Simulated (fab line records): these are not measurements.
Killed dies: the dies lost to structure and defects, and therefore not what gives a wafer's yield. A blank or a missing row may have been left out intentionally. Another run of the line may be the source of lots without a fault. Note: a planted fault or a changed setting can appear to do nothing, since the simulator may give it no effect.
Comparing a struck lot with a sound one || flow nand_harc || 25 out of 1302 route steps
Sound: these wafers, L187.2, L187.4, L187.6. Struck: wafers L199.2, L199.4, L199.5. Last of all comes the cause.
Per side, at each step with rows, come the tool, then ch with its chambers, and then its first start. Under that, the readings that differ: sound wafers || struck wafers || difference of the means || sigmas: that difference in standard deviations of wafers without a fault.
alike: a reading whose means differ by less than 2 such deviations, as well as words and numbers matching on both sides. not compared: withheld readings; readings where some wafer has no value; bounds like >300 that might hide an equal value; numbers whose values overlap and for which the record gives no deviation.
A row with sigmas, a row that says differs or no value, or rows on one side alone: a step with any of these is where the two part. Numbers that have no deviation but don't overlap get no sigmas and don't part them. A reading that every wafer of one side lacks parts them only if that side has two wafers or more.

NHARC_P_CONTACT_DEP_30: deposits SiNx, target thk 30 nm.
  sound on pecvd-01 ch 0,1,2, day 7 08:00; struck on pecvd-02 ch 0,2, day 12 14:33
  alike: heater_power_w
NHARC_P_CONTACT_DEP_00: deposits SiO2, target thk 500 nm.
  sound on pecvd-01 ch 0,1,2; struck on pecvd-02 ch 0,2
  alike: heater_power_w, throttle_valve_pct
NHARC_P_CONTACT_CMP_01: polishes SiO2, target thk 200 nm.
  sound on cmp-04 ch 0,2, day 7 08:42; struck on cmp-03 ch 0,3, day 12 15:16
  alike: motor_current_A
then, 8 steps without rows for these wafers: NHARC_P_CONTACT_SRD_03; NHARC_P_CONTACT_DEHYDRATE_04 (time 120 s); NHARC_P_CONTACT_HMDS_05 (time 30 s); NHARC_P_CONTACT_COAT_33 (time 75 s); NHARC_P_CONTACT_COAT_34 (time 65 s); NHARC_P_CONTACT_COAT_06 (resist thk 90 nm); NHARC_P_CONTACT_SOFTBAKE_07 (time 55 s); NHARC_P_CONTACT_EBR_08.
NHARC_P_CONTACT_EXPOSE_09: exposes mask P CA, target cd 90 nm.
  sound on arfi_scanner-01 ch 0, day 7 09:22; struck on arfi_scanner-01 ch 0, day 12 15:50
{"reading": "exposure_dose_mJ_cm2", "sound": "81.16 81.13 81.21", "struck": "87.92 87.98 87.97", "difference": "+6.79", "sigmas": "+91"}
  alike: mask
then, 2 steps without rows for these wafers: NHARC_P_CONTACT_PEB_10 (peb time 65 s); NHARC_P_CONTACT_DEVELOP_11 (develop time 35 s).
NHARC_P_CONTACT_CD_MEAS_12 targets a cd of 90 nm.
  sound on cd_sem-03 ch 0, day 7 09:30; struck on cd_sem-02 ch 0
{"reading": "cd_nm (nm)", "sound": "89.5 89.3 89.0", "struck": "94.7 95.7 96.2", "difference": "+6.3", "sigmas": "+9"}
  not compared: hold
NHARC_P_CONTACT_OVL_MEAS_13:
  sound: overlay-01 at day 7 09:35; struck: overlay-02 at day 12 18:23
{"reading": "hold", "sound": "- - -", "struck": "await_dispo/2.1h/release await_dispo/2.1h/release await_dispo/2.1h/release", "difference": "no value on the sound wafers", "sigmas": ""}
  alike: overlay_x_nm, overlay_y_nm
NHARC_P_CONTACT_INSPECT_14:
  sound: defect_inspect-02 at day 7 09:38; struck: defect_inspect-02 at day 12 18:25
  alike: raw_defect_count
NHARC_P_CONTACT_DESCUM_17: chemistry O2, time 3 s.
  sound on rie_diel-12 ch 1,2, day 7 09:42; struck on rie_diel-03 ch 0,3, day 13 02:19
{"reading": "showerhead_plenum_p_Torr (Torr)", "sound": "1.97 1.97 2.05", "struck": "1.79 1.86 1.79", "difference": -0.18, "sigmas": -2}
{"reading": "model.P_CONTACT.cd_nm (nm)", "sound": "89.22 88.86 88.83", "struck": "94.81 96.33 95.54", "difference": "+6.59", "sigmas": ""}
  alike: drypump_motor_current_A, oes_product_au, rf_vpp_V, throttle_valve_pct
  not compared: rf_hours_counter_h
NHARC_P_CONTACT_ETCH_35: etches the open film in CF4, target depth 39 nm, time 65 s.
  sound on rie_diel-12 ch 1,2, day 7 09:49; struck on rie_diel-03 ch 1,2,3, day 13 02:24
  alike: drypump_motor_current_A, oes_product_au, rf_vpp_V, showerhead_plenum_p_Torr, throttle_valve_pct
  not compared: rf_hours_counter_h
then, 1 step without rows for these wafers: NHARC_P_CONTACT_ETCH_36 (etches the open film in N2/H2, target depth 260 nm, time 406.25 s).
NHARC_P_CONTACT_ETCH_18: etches the open film in C4F8/O2/Ar, target depth 481 nm, time 240.5 s.
  sound on rie_diel-12 ch 0,1; struck on rie_diel-03 ch 1,2,3
{"reading": "rf_vpp_V (V)", "sound": "987 987 985", "struck": "978 971 978", "difference": -11, "sigmas": -2}
  alike: oes_product_au
  not compared: rf_hours_counter_h
then, 1 step without rows for these wafers: NHARC_P_CONTACT_STRIP_37 (strips in C4F8/O2/Ar).
NHARC_P_CONTACT_ETCH_31: etches the open film in CH3F/O2, target depth 30 nm, time 85.7 s.
  sound on rie_diel-12 ch 0,1; struck on rie_diel-03 ch 1,2,3
{"reading": "rf_vpp_V (V)", "sound": "247.8 247.2 246.5", "struck": "242.0 242.8 244.5", "difference": -4.1, "sigmas": -2}
{"reading": "model.P_CONTACT.cd_nm (nm)", "sound": "87.64 88.06 87.7", "struck": "93.81 95.63 95.98", "difference": "+7.34", "sigmas": ""}
  alike: drypump_motor_current_A, oes_product_au, showerhead_plenum_p_Torr, throttle_valve_pct
  not compared: rf_hours_counter_h
NHARC_P_CONTACT_CD_MEAS_19:
  sound: cd_sem-02 at day 7 10:43; struck: cd_sem-03 at day 13 03:28
{"reading": "cd_nm (nm)", "sound": "87.9 88.2 87.6", "struck": "93.7 95.8 95.8", "difference": "+7.2", "sigmas": "+5"}
  not compared: hold
-- jump in the record: it breaks off in module P_CONTACT and resumes in module END (first step shown: number 1302 of the route), and 18 days separate the struck wafers' starts before and after --
NHARC_END_SORT_01:
  only the struck wafers appear in the record here, on prober-02 ch 0 at day 30 18:37; the sound ones have no rows

## WHERE THEY PART
Earliest at NHARC_P_CONTACT_EXPOSE_09; latest, in this record, at NHARC_END_SORT_01.

WHY: what had been put in by the simulator
Process parameter drift: arfi_scanner-01, from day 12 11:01 on, at NHARC_P_CONTACT_EXPOSE_09. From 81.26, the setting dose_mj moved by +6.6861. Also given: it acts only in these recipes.
